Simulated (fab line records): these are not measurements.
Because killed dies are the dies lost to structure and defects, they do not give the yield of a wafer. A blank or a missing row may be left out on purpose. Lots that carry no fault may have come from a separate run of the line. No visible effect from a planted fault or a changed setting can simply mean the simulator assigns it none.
Which of the tools did it? ; flow nand_harc ; Sampling: 10 lots, 30 wafers, 5 of 1159 route steps

== WHAT EACH GAUGE READ, for each wafer ==
NHARC_P_CONTACT_INSPECT_14.
lot;measured;on;raw_defect_count
L075;day 6 00:41;defect_inspect-02;3 6 4
L077;day 6 06:17;defect_inspect-01;3 3 3
L079;day 7 02:52;defect_inspect-01;5 3 7
L081;day 7 06:04;defect_inspect-01;5 2 1
L083;day 7 22:56;defect_inspect-01;3 2 3
L085;day 8 21:02;defect_inspect-02;2 2 6
L087;day 8 19:32;defect_inspect-02;6 6 10
L089;day 9 13:20;defect_inspect-01;4 6 1
L092;day 10 03:04;defect_inspect-02;9 7 6
L096;day 11 11:26;defect_inspect-02;8 9 6

== WHICH TOOL RAN EACH LOT (tool, then ch and the chambers of the sampled wafers, then the start) ==
lot;NHARC_P_ZERO_WELL_DESCUM_13;NHARC_P_GATE_ETCH_114;NHARC_P_GATE_STRIP_111;NHARC_P_GATE_STRIP_76
L075;rie_diel-08 ch 0,1,3, day 1 19:23;rie_diel-11 ch 0,2,3, day 5 17:17 or earlier;plasma_asher-01 ch 0,1, day 5 17:17;plasma_asher-01 ch 0,1, day 5 19:11
L077;rie_diel-07 ch 0,1,2, day 2 07:24;rie_diel-11 ch 0,2,3, day 5 22:37 or earlier;plasma_asher-02 ch 0,1, day 5 22:37;plasma_asher-02 ch 0,1, day 6 00:28
L079;rie_diel-07 ch 0,1,3, day 2 19:25;rie_diel-12 ch 1,2,3, day 6 19:08 or earlier;plasma_asher-02 ch 0,1, day 6 19:08;plasma_asher-02 ch 0,1, day 6 21:07
L081;rie_diel-08 ch 1,3, day 3 07:25;rie_diel-11 ch 0,1,2, day 6 22:01 or earlier;plasma_asher-02 ch 0,1, day 6 22:01;plasma_asher-01 ch 0,1, day 6 23:57
L083;rie_diel-09 ch 1,3, day 3 19:17;rie_diel-13 ch 0,3, day 7 15:01 or earlier;plasma_asher-02 ch 0,1, day 7 15:01;plasma_asher-01 ch 0,1, day 7 16:56
L085;rie_diel-08 ch 0,1,2, day 4 07:25;rie_diel-11 ch 2,3, day 8 13:19 or earlier;plasma_asher-01 ch 0,1, day 8 13:19;plasma_asher-01 ch 0,1, day 8 15:19
L087;rie_diel-09 ch 2,3, day 4 19:23;rie_diel-12 ch 0,1,2, day 8 11:55 or earlier;plasma_asher-02 ch 0,1, day 8 11:55;plasma_asher-02 ch 0,1, day 8 13:51
L089;rie_diel-09 ch 0,1,3, day 5 07:25;rie_diel-12 ch 0,2,3, day 9 05:31 or earlier;plasma_asher-02 ch 0,1, day 9 05:31;plasma_asher-01 ch 0,1, day 9 07:35
L092;rie_diel-09 ch 0,1, day 6 01:23;rie_diel-11 ch 0,2,3, day 9 19:25 or earlier;plasma_asher-01 ch 0,1, day 9 19:25;plasma_asher-01 ch 0,1, day 9 21:15
L096;rie_diel-08 ch 0,1,3, day 7 01:23;rie_diel-12 ch 0,2,3, day 11 02:33 or earlier;plasma_asher-01 ch 0,1, day 11 02:33;plasma_asher-01 ch 0,1, day 11 04:26
- NHARC_P_ZERO_WELL_DESCUM_13: chemistry O2, time 3 s.
- NHARC_P_GATE_ETCH_114: etches the open film in CF4/O2, target depth 30 nm, overetch 3 nm, time 16.5 s.
- NHARC_P_GATE_STRIP_111: strips in N2/H2, time 250 s.
- NHARC_P_GATE_STRIP_76: strips in O2.

== THE ANSWER, worked out from the rows above alone ==
Rule: the usual values come from the lots themselves. The widest of any qualifying gaps counts: lots, ordered by their means at a reading, are off when they make up no more than a third of the lots, leave a main group of 4 or more, and stand apart from it by 3 or more times the standard deviation of that group's means. A main group whose means are all the same, to the digits that the tables above print for the reading, isn't used. Also off: a lot with no number at a reading for which 4 or more lots have one. The other lots that the step has rows for count as sound.
No lot is off at any reading shown: from this, nothing can be told.

== WHAT THE SIMULATOR HAD INSERTED ==
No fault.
